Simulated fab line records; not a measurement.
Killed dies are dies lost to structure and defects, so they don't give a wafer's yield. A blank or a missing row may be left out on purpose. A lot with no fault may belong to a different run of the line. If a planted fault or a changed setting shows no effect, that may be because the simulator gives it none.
Check of tool commonality | flow nand-harc | 12 lots, 34 wafers sampled

## REASON FOR OPENING
On 2 of the 12 lots, a flag is raised at NHARC_A_DECK1_JOINT_INSPECT_05 on the reading raw-defect-count. No-fault wafers: 342, standard deviation 120.
Rule: a lot is flagged in two cases, either no wafer of it has a number, or all its wafers with numbers fall more than 4 standard deviations from that mean. The other lots count as sound.

lot  | measured     | on                | raw-defect-count, wafer by wafer | flag
L540 | day 12 17:27 | defect-inspect-01 | 356 526 242                      |
L541 | day 12 22:56 | defect-inspect-01 | 213 313 311                      |
L551 | day 16 19:01 | defect-inspect-02 | 1040 1031                        | FLAGGED
L552 | day 17 05:10 | defect-inspect-02 | 1121 1127                        | FLAGGED
L553 | day 17 18:27 | defect-inspect-01 | 196 325 202                      |
L555 | day 18 06:20 | defect-inspect-01 | 271 166 259                      |
L554 | day 18 20:17 | defect-inspect-01 | 299 247 272                      |
L556 | day 19 06:58 | defect-inspect-01 | 437 676 326                      |
L558 | day 19 13:41 | defect-inspect-01 | 448 255 329                      |
L559 | day 20 10:23 | defect-inspect-01 | 205 378 227                      |
L561 | day 20 22:41 | defect-inspect-02 | 206 149 287                      |
L562 | day 21 13:05 | defect-inspect-02 | 241 358 481                      |
The mean of the flagged lots' numbers is 1080, +738 from the usual (+6 standard deviations).

## WHICH TOOL EACH LOT WENT THROUGH
The record holds 3 process steps before the reading, out of a route of 1302 steps. Every cell lists first the tool, next ch and the chambers used by the sampled wafers, and last the start.
lot  | flag    | NHARC_A_CHANNEL_HOLE_D1_ETCH_26  | NHARC_A_CHANNEL_HOLE_D1_ETCH_44    | NHARC_A_DECK1_JOINT_DEP_16
L540 |         | har-etch-01 ch 0,1, day 9 01:18  | rie-diel-11 ch 1,3, day 9 02:13    | pecvd-01 ch 0,1,2, day 12 17:11
L541 |         | har-etch-01 ch 0,1, day 9 08:19  | rie-diel-11 ch 0,1,2, day 9 09:14  | pecvd-01 ch 0,1,2, day 12 22:37
L551 | FLAGGED | har-etch-02 ch 1, day 13 06:47   | rie-diel-11 ch 2, day 13 08:08     | pecvd-02 ch 0, day 16 18:49
L552 | FLAGGED | har-etch-02 ch 1, day 13 12:06   | rie-diel-11 ch 0, day 13 12:59     | pecvd-02 ch 0, day 17 05:00
L553 |         | har-etch-02 ch 0,1, day 14 02:27 | rie-diel-11 ch 0,2,3, day 14 03:25 | pecvd-01 ch 0,1,2, day 17 18:08
L555 |         | har-etch-02 ch 0,1, day 14 19:46 | rie-diel-07 ch 1,3, day 14 20:47   | pecvd-04 ch 1,2, day 18 06:01
L554 |         | har-etch-01 ch 0,1, day 14 23:43 | rie-diel-11 ch 0,1, day 15 00:34   | pecvd-01 ch 0,1,2, day 18 20:04
L556 |         | har-etch-01 ch 0,1, day 15 14:41 | rie-diel-11 ch 0,2, day 15 15:36   | pecvd-01 ch 0,1,2, day 19 06:38
L558 |         | har-etch-02 ch 0,1, day 15 21:03 | rie-diel-07 ch 0,1,3, day 15 21:58 | pecvd-04 ch 1,2, day 19 13:17
L559 |         | har-etch-02 ch 0,1, day 16 18:11 | rie-diel-11 ch 0,1,2, day 16 19:07 | pecvd-04 ch 0,1,2, day 20 10:08
L561 |         | har-etch-01 ch 0,1, day 17 10:16 | rie-diel-11 ch 0,2, day 17 11:11   | pecvd-02 ch 0,1, day 20 22:24
L562 |         | har-etch-01 ch 0,1, day 18 00:03 | rie-diel-11 ch 0,3, day 18 00:58   | pecvd-02 ch 1,2, day 21 12:48
What is done by these steps:
- NHARC_A_CHANNEL_HOLE_D1_ETCH_26: etches the open film in C4F8/O2/Ar, time 224.1 s, target depth 300 nm.
- NHARC_A_CHANNEL_HOLE_D1_ETCH_44: etches the open film in CF4/O2, target depth 140 nm, overetch 14 nm, time 77 s.
- NHARC_A_DECK1_JOINT_DEP_16: deposits SiO2, target thk 45 nm.
- NHARC_A_DECK1_JOINT_INSPECT_05

## FLAGGED AGAINST TOTAL, ONE TOOL AT A TIME (gauges that did the reading follow at the end)
step                            | tool              | lots run | flagged | share of the flagged lots | sound lots run after its first flagged lot
NHARC_A_CHANNEL_HOLE_D1_ETCH_26 | har-etch-01       | 6        | 0       | none                      | -
NHARC_A_CHANNEL_HOLE_D1_ETCH_26 | har-etch-02       | 6        | 2       | all                       | 4 (L553,L555,L558,L559)
NHARC_A_CHANNEL_HOLE_D1_ETCH_44 | rie-diel-07       | 2        | 0       | none                      | -
NHARC_A_CHANNEL_HOLE_D1_ETCH_44 | rie-diel-11       | 10       | 2       | all                       | 6 (L553,L554,L556,L559,L561,L562)
NHARC_A_DECK1_JOINT_DEP_16      | pecvd-01          | 5        | 0       | none                      | -
NHARC_A_DECK1_JOINT_DEP_16      | pecvd-02          | 4        | 2       | all                       | 2 (L561,L562)
NHARC_A_DECK1_JOINT_DEP_16      | pecvd-04          | 3        | 0       | none                      | -
NHARC_A_DECK1_JOINT_INSPECT_05  | defect-inspect-01 | 8        | 0       | none                      | -
NHARC_A_DECK1_JOINT_INSPECT_05  | defect-inspect-02 | 4        | 2       | all                       | 2 (L561,L562)

## WHAT THE TABLE PERMITS
4 rows of the table ran every flagged lot: har-etch-02 at NHARC_A_CHANNEL_HOLE_D1_ETCH_26, rie-diel-11 at NHARC_A_CHANNEL_HOLE_D1_ETCH_44, pecvd-02 at NHARC_A_DECK1_JOINT_DEP_16, defect-inspect-02 at NHARC_A_DECK1_JOINT_INSPECT_05.
- har-etch-02 at NHARC_A_CHANNEL_HOLE_D1_ETCH_26 ran 6 lots, 2 of them flagged. Sound lots followed the first flagged one (L553, L555, L558, L559) on it, something a lasting fault affecting the whole tool could not allow.
- rie-diel-11 at NHARC_A_CHANNEL_HOLE_D1_ETCH_44 ran 10 lots, 2 of them flagged. Sound lots followed the first flagged one (L553, L554, L556, L559, L561, L562) on it, something a lasting fault affecting the whole tool could not allow.
- pecvd-02 at NHARC_A_DECK1_JOINT_DEP_16 ran 4 lots, 2 of them flagged. Sound lots followed the first flagged one (L561, L562) on it, something a lasting fault affecting the whole tool could not allow.
- defect-inspect-02 at NHARC_A_DECK1_JOINT_INSPECT_05 ran 4 lots, 2 of them flagged. Sound lots followed the first flagged one (L561, L562) on it, something a lasting fault affecting the whole tool could not allow.
Every row of the table either missed a flagged lot or ran a sound lot after the first.

## WHAT THE SIMULATOR PUT IN
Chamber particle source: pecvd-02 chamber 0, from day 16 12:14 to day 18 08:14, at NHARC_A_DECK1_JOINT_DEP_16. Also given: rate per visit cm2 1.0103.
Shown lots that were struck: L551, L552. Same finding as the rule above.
